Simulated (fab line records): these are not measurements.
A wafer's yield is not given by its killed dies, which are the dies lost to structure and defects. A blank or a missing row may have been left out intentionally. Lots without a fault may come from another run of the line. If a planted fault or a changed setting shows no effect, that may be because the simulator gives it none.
What tool caused it? | flow n5-finfet | Sampling: 23 lots, 69 wafers, 4 of 1938 route steps

== WHAT THE GAUGES READ, wafer by wafer ==
N5_BEOL_M7_OVL_MEAS_29.
lot  | measured     | on         | V6_OVL (nm)
L074 | day 8 22:43  | overlay-02 | 0.3 0.0 -0.3
L076 | day 9 06:52  | overlay-02 | -0.2 0.2 0.8
L075 | day 9 08:06  | overlay-01 | -1.1 -0.5 -1.1
L077 | day 9 15:16  | overlay-02 | 0.7 0.3 0.2
L078 | day 9 17:14  | overlay-02 | 0.0 0.1 -0.4
L079 | day 9 22:50  | overlay-01 | -0.5 0.4 1.6
L080 | day 10 02:23 | overlay-02 | -1.4 0.6 -0.1
L082 | day 10 04:44 | overlay-02 | 0.3 0.0 -0.2
L081 | day 10 08:25 | overlay-01 | 0.8 0.4 -0.1
L083 | day 10 10:46 | overlay-01 | -0.2 0.4 0.3
L088 | day 13 23:09 | overlay-02 | 0.3 -0.7 -1.0
L095 | day 14 03:06 | overlay-01 | -1.1 -2.1 -1.8
L094 | day 14 06:04 | overlay-02 | 0.2 0.1 -0.7
L085 | day 14 08:11 | overlay-01 | -1.0 -0.2 -0.4
L090 | day 14 08:58 | overlay-01 | -0.2 -0.5 -0.1
L089 | day 14 16:23 | overlay-02 | 0.3 -0.6 1.0
L092 | day 14 22:53 | overlay-01 | 1.3 0.4 0.3
L091 | day 15 05:37 | overlay-02 | -0.4 0.5 0.4
L087 | day 15 11:10 | overlay-01 | -0.8 -0.6 -1.0
L093 | day 15 11:23 | overlay-01 | -0.2 -0.9 -1.0
L096 | day 15 15:43 | overlay-01 | 0.1 0.7 0.9
L086 | day 15 23:53 | overlay-01 | 0.4 0.1 0.6
L097 | day 16 04:58 | overlay-01 | 0.2 -0.5 1.0

N5_BEOL_M8_CD_MEAS_11: the cd target is 38.5 nm.
lot  | measured     | on        | cd-nm (nm)
L074 | day 9 03:10  | cd-sem-03 | 38.1 38.9 37.8
L076 | day 9 12:28  | cd-sem-03 | 38.5 38.9 37.9
L075 | day 9 14:12  | cd-sem-02 | 38.0 38.7 38.2
L077 | day 9 20:38  | cd-sem-01 | 38.2 38.8 38.5
L078 | day 9 22:03  | cd-sem-01 | 38.6 37.8 39.0
L079 | day 10 03:16 | cd-sem-02 | 39.0 38.9 38.3
L080 | day 10 06:06 | cd-sem-02 | 39.1 38.7 38.9
L082 | day 10 08:55 | cd-sem-02 | 39.2 39.4 39.7
L081 | day 10 12:13 | cd-sem-03 | 38.1 37.8 38.5
L083 | day 10 14:26 | cd-sem-01 | 38.2 38.2 38.5
L088 | day 14 04:11 | cd-sem-02 | 39.2 38.5 39.4
L095 | day 14 09:40 | cd-sem-03 | 39.1 39.7 39.3
L094 | day 14 10:13 | cd-sem-03 | 38.1 38.5 38.8
L085 | day 14 14:07 | cd-sem-03 | 38.5 38.5 38.5
L090 | day 14 14:33 | cd-sem-03 | 39.1 38.5 38.7
L089 | day 14 23:31 | cd-sem-02 | 39.1 38.6 39.4
L092 | day 15 06:47 | cd-sem-01 | 39.2 39.4 39.1
L091 | day 15 09:50 | cd-sem-01 | 38.0 38.2 39.0
L087 | day 15 17:29 | cd-sem-01 | 39.0 38.1 39.5
L093 | day 15 18:08 | cd-sem-01 | 39.1 38.4 38.2
L096 | day 15 21:22 | cd-sem-02 | 38.5 38.5 39.1
L086 | day 16 09:40 | cd-sem-01 | 39.4 40.0 38.8
L097 | day 16 10:14 | cd-sem-01 | 38.0 38.5 37.8

== EACH LOT AND THE TOOL THAT RAN IT (in order: tool; ch and the chambers of the sampled wafers; start) ==
lot  | N5_BEOL_M7_STRIP_80                           | N5_BEOL_M8_CURE_74
L074 | rie-diel-01 ch 0,1,2, day 9 02:04 or earlier  | uv-cure-02 ch 1, day 9 02:04
L076 | rie-diel-05 ch 0,2, day 9 11:31 or earlier    | uv-cure-03 ch 0, day 9 11:31
L075 | rie-diel-06 ch 0,1,2, day 9 12:07 or earlier  | uv-cure-03 ch 2, day 9 12:07
L077 | rie-diel-06 ch 2,3, day 9 19:34 or earlier    | uv-cure-02 ch 0, day 9 19:34
L078 | rie-diel-05 ch 0,2, day 9 21:03 or earlier    | uv-cure-01 ch 1, day 9 21:03
L079 | rie-diel-01 ch 1,2,3, day 10 02:17 or earlier | uv-cure-02 ch 2, day 10 02:17
L080 | rie-diel-06 ch 0,2, day 10 05:11 or earlier   | uv-cure-03 ch 0, day 10 05:11
L082 | rie-diel-01 ch 0,1,3, day 10 07:54 or earlier | uv-cure-03 ch 0, day 10 07:54
L081 | rie-diel-06 ch 0,1,3, day 10 11:11 or earlier | uv-cure-03 ch 2, day 10 11:11
L083 | rie-diel-06 ch 0,1,2, day 10 13:28 or earlier | uv-cure-01 ch 2, day 10 13:28
L088 | rie-diel-06 ch 0,2,3, day 14 02:22 or earlier | uv-cure-02 ch 1, day 14 02:22
L095 | rie-diel-05 ch 0,1,2, day 14 07:37 or earlier | uv-cure-03 ch 2, day 14 07:37
L094 | rie-diel-05 ch 1,2, day 14 09:22 or earlier   | uv-cure-03 ch 1, day 14 09:22
L085 | rie-diel-05 ch 0,2,3, day 14 13:13 or earlier | uv-cure-03 ch 2, day 14 13:13
L090 | rie-diel-06 ch 0,2, day 14 13:26 or earlier   | uv-cure-01 ch 0, day 14 13:26
L089 | rie-diel-01 ch 2,3, day 14 20:08 or earlier   | uv-cure-01 ch 2, day 14 20:08
L092 | rie-diel-06 ch 1,2,3, day 15 03:25 or earlier | uv-cure-02 ch 2, day 15 03:25
L091 | rie-diel-06 ch 1,2,3, day 15 08:37 or earlier | uv-cure-03 ch 1, day 15 08:37
L087 | rie-diel-05 ch 0,1,2, day 15 14:50 or earlier | uv-cure-02 ch 1, day 15 14:50
L093 | rie-diel-06 ch 0,2,3, day 15 16:56 or earlier | uv-cure-01 ch 0, day 15 16:56
L096 | rie-diel-05 ch 0,1,3, day 15 18:55 or earlier | uv-cure-01 ch 2, day 15 18:55
L086 | rie-diel-06 ch 1,2, day 16 06:28 or earlier   | uv-cure-02 ch 0, day 16 06:28
L097 | rie-diel-05 ch 1,2, day 16 08:02 or earlier   | uv-cure-02 ch 1, day 16 08:02
- N5_BEOL_M7_STRIP_80: strips in N2/H2, time 10 s.
- N5_BEOL_M8_CURE_74: cures SiCOH lowk, time 240 s.

== WHAT THE TOOLS THEMSELVES READ (means of the sampled wafers that have a number; where no wafer has one, the mark that the record gives instead) ==
N5_BEOL_M7_STRIP_80.
lot  | tool        | chamber-pressure-mTorr (mTorr) | drypump-motor-current-A (A) | h2-flow-sccm (sccm) | oes-product-au (a.u.) | rf-vpp-V (V) | showerhead-plenum-p-Torr (Torr) | throttle-valve-pct (%)
L074 | rie-diel-01 | 19.993                         | 5.3                         | 200.3               | 0.73                  | 59.2         | 2.59                            | 23.71
L076 | rie-diel-05 | 20.021                         | 6.2                         | 199.8               | 0.69                  | 58.5         | 2.47                            | 23.89
L075 | rie-diel-06 | 20.020                         | 6.1                         | 199.6               | 0.82                  | 59.6         | 2.56                            | 23.38
L077 | rie-diel-06 | 20.015                         | 5.8                         | 200.4               | 0.79                  | 58.4         | 2.51                            | 23.66
L078 | rie-diel-05 | 20.004                         | 6.2                         | 200.2               | 0.69                  | 59.1         | 2.47                            | 23.89
L079 | rie-diel-01 | 19.988                         | 5.1                         | 200.2               | 0.70                  | 58.9         | 2.54                            | 23.72
L080 | rie-diel-06 | 20.001                         | 6.5                         | 200.6               | 0.87                  | 59.7         | 2.56                            | 23.30
L082 | rie-diel-01 | 19.997                         | 5.0                         | 199.9               | 0.71                  | 59.6         | 2.58                            | 23.81
L081 | rie-diel-06 | 20.009                         | 5.7                         | 199.9               | 0.75                  | 59.4         | 2.57                            | 23.56
L083 | rie-diel-06 | 20.008                         | 6.1                         | 200.4               | 0.81                  | 59.7         | 2.56                            | 23.39
L088 | rie-diel-06 | 20.007                         | 6.1                         | 200.3               | 0.79                  | 58.7         | 2.55                            | 23.49
L095 | rie-diel-05 | 20.006                         | 6.2                         | 199.6               | 0.68                  | 59.4         | 2.46                            | 23.86
L094 | rie-diel-05 | 20.005                         | 6.2                         | 200.2               | 0.70                  | 58.9         | 2.47                            | 23.81
L085 | rie-diel-05 | 19.997                         | 5.7                         | 200.2               | 0.74                  | 59.1         | 2.56                            | 23.81
L090 | rie-diel-06 | 19.996                         | 6.4                         | 200.0               | 0.81                  | 59.3         | 2.60                            | 23.29
L089 | rie-diel-01 | 19.984                         | 5.3                         | 200.4               | 0.80                  | 60.2         | 2.50                            | 23.69
L092 | rie-diel-06 | 19.980                         | 5.8                         | 199.8               | 0.75                  | 58.8         | 2.49                            | 23.64
L091 | rie-diel-06 | 19.994                         | 5.8                         | 199.8               | 0.74                  | 58.5         | 2.49                            | 23.64
L087 | rie-diel-05 | 19.998                         | 6.2                         | 200.2               | 0.68                  | 58.6         | 2.46                            | 23.88
L093 | rie-diel-06 | 19.975                         | 6.1                         | 200.0               | 0.77                  | 59.3         | 2.55                            | 23.50
L096 | rie-diel-05 | 20.010                         | 6.1                         | 199.7               | 0.74                  | 59.0         | 2.49                            | 23.88
L086 | rie-diel-06 | 20.005                         | 6.1                         | 200.3               | 0.78                  | 58.6         | 2.48                            | 23.49
L097 | rie-diel-05 | 20.008                         | 5.8                         | 200.2               | 0.68                  | 59.2         | 2.53                            | 23.76

N5_BEOL_M8_CURE_74.
lot  | tool       | lamp-power-pct (%) | wafer_temp_C_max
L074 | uv-cure-02 | 52.25              | 387.7
L076 | uv-cure-03 | 52.29              | 387.8
L075 | uv-cure-03 | 52.29              | 386.0
L077 | uv-cure-02 | 52.28              | 387.9
L078 | uv-cure-01 | 52.33              | 386.7
L079 | uv-cure-02 | 52.33              | 386.5
L080 | uv-cure-03 | 52.30              | 387.7
L082 | uv-cure-03 | 52.28              | 388.2
L081 | uv-cure-03 | 52.34              | 385.9
L083 | uv-cure-01 | 52.27              | 387.3
L088 | uv-cure-02 | 52.32              | 387.4
L095 | uv-cure-03 | 52.28              | 385.4
L094 | uv-cure-03 | 52.32              | 386.9
L085 | uv-cure-03 | 52.33              | 386.0
L090 | uv-cure-01 | 52.26              | 388.6
L089 | uv-cure-01 | 52.28              | 387.9
L092 | uv-cure-02 | 52.35              | 386.2
L091 | uv-cure-03 | 52.35              | 386.8
L087 | uv-cure-02 | 52.31              | 387.1
L093 | uv-cure-01 | 52.33              | 389.0
L096 | uv-cure-01 | 52.33              | 387.7
L086 | uv-cure-02 | 52.27              | 387.4
L097 | uv-cure-02 | 52.35              | 387.6

== THE ANSWER, worked out from the rows above alone ==
Rule: usual is defined by the lots themselves. The widest of any qualifying gaps counts: lots, ordered by their means at a reading, are off when they make up no more than a third of the lots, leave a main group of 4 or more, and stand apart from it by 3 or more times the standard deviation of that group's means. A main group whose means are all the same, to the digits that the tables above print for the reading, isn't used. Also off: a lot with no number at a reading for which 4 or more lots have one. The other lots that the step has rows for count as sound. First the gauges in route order, then the tools' own readings, where a lot's mean is used as printed above. At the first step where some lot is off, the reading lying furthest off is the one used; lots without a number count as furthest.
No lot is off at any reading shown: from this, nothing can be told.

== WHAT THE SIMULATOR HAD INSERTED ==
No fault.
